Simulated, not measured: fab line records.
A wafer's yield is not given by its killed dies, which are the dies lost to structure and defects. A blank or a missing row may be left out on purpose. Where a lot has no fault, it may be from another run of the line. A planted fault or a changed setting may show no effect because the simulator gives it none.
Chamber matching | flow n5 finfet | 4 sister chambers for N5_BEOL_M10_ETCH_62 on rie diel-04
The step etches SOC in N2/H2, target depth 110 nm, overetch 22 nm, time 165 s. 4 wafers are shown with their chamber, then 9 later ones without.

## WAFERS, EACH WITH ITS CHAMBER
wafer  | chamber | showerhead plenum p Torr (Torr)
L084.5 | 1       | 2.46
L085.1 | 2       | 2.48
L085.2 | 0       | 2.70
L085.6 | 3       | 2.58

## WAFERS WITHOUT THEIR CHAMBER
wafer  | showerhead plenum p Torr (Torr)
L086.3 | 2.48
L086.5 | 2.48
L086.6 | 2.46
L088.2 | 2.58
L088.5 | 2.58
L088.6 | 2.48
L094.1 | 2.45
L094.5 | 2.69
L094.6 | 2.57

## CHAMBER TAKEN BY EACH
wafer  | from the rows above | in truth
L086.3 | 2                   | 2
L086.5 | 2                   | 2
L086.6 | 1                   | 1
L088.2 | 3                   | 3
L088.5 | 3                   | 3
L088.6 | 2                   | 2
L094.1 | 1                   | 1
L094.5 | 0                   | 0
L094.6 | 3                   | 3
Correct placement for 9 of the 9. Not placeable from these rows: 0. Wrongly placed: 0.
How it was worked out, from the rows above alone: a wafer's distance from a chamber is the root of the sum, over the readings, of the square of ((its reading less the chamber's mean) divided by the reading's scatter). The wafer belongs to the nearest chamber; if the next one is less than 2 further off, it can't be placed. Each chamber's mean is taken over the wafers shown for it. The scatter: with one shown wafer a chamber, the root of the mean of the squares of how far each hidden wafer lies from its nearest shown one.
